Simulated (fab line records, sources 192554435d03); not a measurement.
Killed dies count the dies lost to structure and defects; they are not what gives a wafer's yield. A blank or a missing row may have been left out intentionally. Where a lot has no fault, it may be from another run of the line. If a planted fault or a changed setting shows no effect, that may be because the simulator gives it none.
A struck lot beside a sound one | flow n5-finfet | 38 steps out of a route of 1938
Sound: wafers L833.2, L833.3, L833.5. Struck: wafer L835.1; the same lot's L835.4 was not struck, so it is left out; see the end for the cause.
Order at every step that has rows: each side's tool, ch and its chambers, its first start. Under that, the readings that differ: sound wafers | struck wafers | difference of the means | sigmas: that difference in standard deviations of wafers without a fault.
alike: readings with means less than 2 such deviations apart, plus words and numbers identical on both sides. not compared: withheld readings, readings lacking a value on some wafer, bounds such as >300 that could conceal the same value, and numbers that have no deviation in the record and whose values overlap.
A row with sigmas, a row that says differs or no value, or rows on one side alone: a step with any of these is where the two part. Non-overlapping numbers with no deviation appear without sigmas and do not part them. A reading missing from all wafers of one side parts the sides only when that side holds two or more wafers.

first, 11 steps without rows for these wafers: N5_SD_EPI_N_SD_RECESS_17 (chemistry HBr/Cl2/O2, target depth 41 nm, time 23.7 s, bt time 3 s); N5_SD_EPI_N_STRIP_38 (strips in N2/H2); N5_SD_EPI_N_WET_ETCH_43 (etches SiO2 in dHF, time 14 s, target depth 1.5 nm); N5_SD_EPI_N_STRIP_18 (strips in SPM, time 750 s); N5_SD_EPI_N_SRD_20 (time 30 s); N5_SD_EPI_N_PRECLEAN_48 (cleans in NF3:NH3, afs cycles 2, time 20 s, sublimation time 60 s); N5_SD_EPI_N_VAPOR_ETCH_50 (etches Si in HCl, time 54 s); N5_SD_EPI_N_EPI_21 (deposits Si:P, time 690 s); N5_SD_EPI_N_PRECLEAN_24 (cleans in O3/DIW, time 60 s); N5_SD_EPI_N_SRD_25 (time 30 s); N5_SD_EPI_N_PRECLEAN_49 (cleans in NF3:NH3, afs cycles 1, time 20 s, sublimation time 60 s).
N5_SD_EPI_N_LINER_46: material SiNx, target thk 3 nm.
  sound on ald-sin-04 ch 0,1, day 7 02:37; struck on ald-sin-01 ch 2, day 7 15:59
  reading                                     | sound | struck | difference | sigmas
  model.SiNx_of_SD_EPI_N_LINER_46.thk-nm (nm) | 3 3 3 | 1.8    | -1.2       |
  alike: chamber-pressure-Torr, heater-power-w, susceptor-temp-C
then, 21 steps without rows for these wafers: N5_SD_EPI_P_COAT_34 (time 60 s, resist thk 350 nm); N5_SD_EPI_P_COAT_35 (time 60 s, resist thk 35 nm); N5_SD_EPI_P_COAT_03 (resist thk 150 nm); N5_SD_EPI_P_EBR_05; N5_SD_EPI_P_SOFTBAKE_04 (time 60 s); N5_SD_EPI_P_EXPOSE_06 (exposes mask SD P BLK, target cd 240 nm); N5_SD_EPI_P_PEB_07 (peb time 60 s); N5_SD_EPI_P_DEVELOP_08 (develop time 30 s); N5_SD_EPI_P_DESCUM_14 (chemistry O2, time 7.9 s); N5_SD_EPI_P_ETCH_36 (etches SiARC in CF4, target depth 45.5 nm, time 75.8 s); N5_SD_EPI_P_ETCH_37 (etches SOC in N2/H2, overetch 108 nm, time 486 s); N5_SD_EPI_P_STRIP_38 (strips in N2/H2); N5_SD_EPI_P_ETCHBACK_46 (etches SiNx in CH3F/O2, stops on SiO2, target depth 17.5 nm); N5_SD_EPI_P_ETCH_47 (etches SiOCN in CH3F/O2, target depth 25 nm); N5_SD_EPI_P_ETCH_16 (etches SiO2 in CHF3/O2, target depth 5 nm); N5_SD_EPI_P_STRIP_50 (strips in CHF3/O2); N5_SD_EPI_P_SD_RECESS_17 (chemistry HBr/Cl2/O2, target depth 39.1 nm, bt time 3 s); N5_SD_EPI_P_WET_ETCH_45 (etches SiO2 in dHF, time 10.7 s, target depth 2 nm, rinse time 30 s); N5_SD_EPI_P_STRIP_40 (strips in N2/H2); N5_SD_EPI_P_PRECLEAN_52 (cleans in O3/DIW, time 60 s); N5_SD_EPI_P_SRD_20 (time 30 s).
N5_SD_EPI_P_PRECLEAN_51: cleans in NF3:NH3, afs cycles 1, time 20 s, sublimation time 60 s.
  sound on epi-rpcvd-03 ch 0, day 7 04:50; struck on epi-rpcvd-03 ch 0, day 7 17:49
  reading                                     | sound             | struck | difference | sigmas
  chamber-pressure-Torr (Torr)                | 3.019 3.004 3.014 | 2.987  | -0.025     | -4
  model.SiNx_of_SD_EPI_N_LINER_46.thk-nm (nm) | 2.6 2.6 2.6       | 1.4    | -1.2       |
  alike: susceptor-temp-C
then, 2 steps without rows for these wafers: N5_SD_EPI_P_VAPOR_ETCH_44 (etches SiGe30 in NF3/Ar, time 3.3 s); N5_SD_EPI_P_EPI_21 (deposits SiGe:B, time 355 s).
-- record jumps: 4 days separate the struck wafers' starts on either side; left off in module SD_EPI_P, taken up again in module BEOL_M4, whose first shown step is the route's number 1111 --
N5_BEOL_M4_RC_MEAS_101:
  sound on prober-01 ch 0, day 12 01:53; struck on prober-02 ch 0, day 12 05:13
  reading            | sound             | struck | difference | sigmas
  DIBL_P (mV/V)      | 38.0 39.8 39.0    | 46.2   | +7.3       | +4
  IOFF_P (nA/um)     | 0.21 0.25 0.22    | 0.47   | +0.24      | +7
  IOFF_P_85C (nA/um) | 3.8 4.2 4.0       | 7.2    | +3.2       | +7
  IOFF_P_LIN (nA/um) | 0.101 0.112 0.106 | 0.186  | +0.080     | +6
  ION_P (uA/um)      | 464 455 460       | 489    | +29        | +3
  REXT_P (ohm.um)    | 100.1 99.5 98.8   | 90.2   | -9.3       | -5
  VT_P (mV)          | -249 -249 -250    | -238   | +11        | +3
  VT_P_LVT (mV)      | -100 -99 -100     | -85    | +15        | +4
  alike: DIBL_N, IOFF_N, ION_N, SS_N, SS_P, VT_N
-- record jumps: 5 days separate the struck wafers' starts on either side; left off in module BEOL_M4, taken up again in module PASSIVATION, whose first shown step is the route's number 1936 --
N5_PASSIVATION_PROBE_49:
  sound on prober-01, day 16 06:09; struck on prober-02, day 16 19:05
  reading                | sound          | struck | difference | sigmas
  sort_bin_4_leakage (%) | 0 0 0          | 4.75   | +4.75      | +99 or more
  sort-n-pass            | 1113 1086 1090 | 1025   | -71        | -4
  sort-yield-pct (%)     | 94.3 92.0 92.4 | 86.9   | -6.0       | -4
  alike: defect-limited-yield, killed_at_M0_to_M3, killed_at_M4_up, killed-at-contacts, killed-at-front-end, killed-at-other, killed-dies, killed-on-rim, killed-open, killed-short, sort_bin_5_function, sort_bin_6_memory

== WHERE THEY PART ==
Earliest at N5_SD_EPI_P_PRECLEAN_51; latest, in this record, at N5_PASSIVATION_PROBE_49.

WHY: whatever the simulator had introduced
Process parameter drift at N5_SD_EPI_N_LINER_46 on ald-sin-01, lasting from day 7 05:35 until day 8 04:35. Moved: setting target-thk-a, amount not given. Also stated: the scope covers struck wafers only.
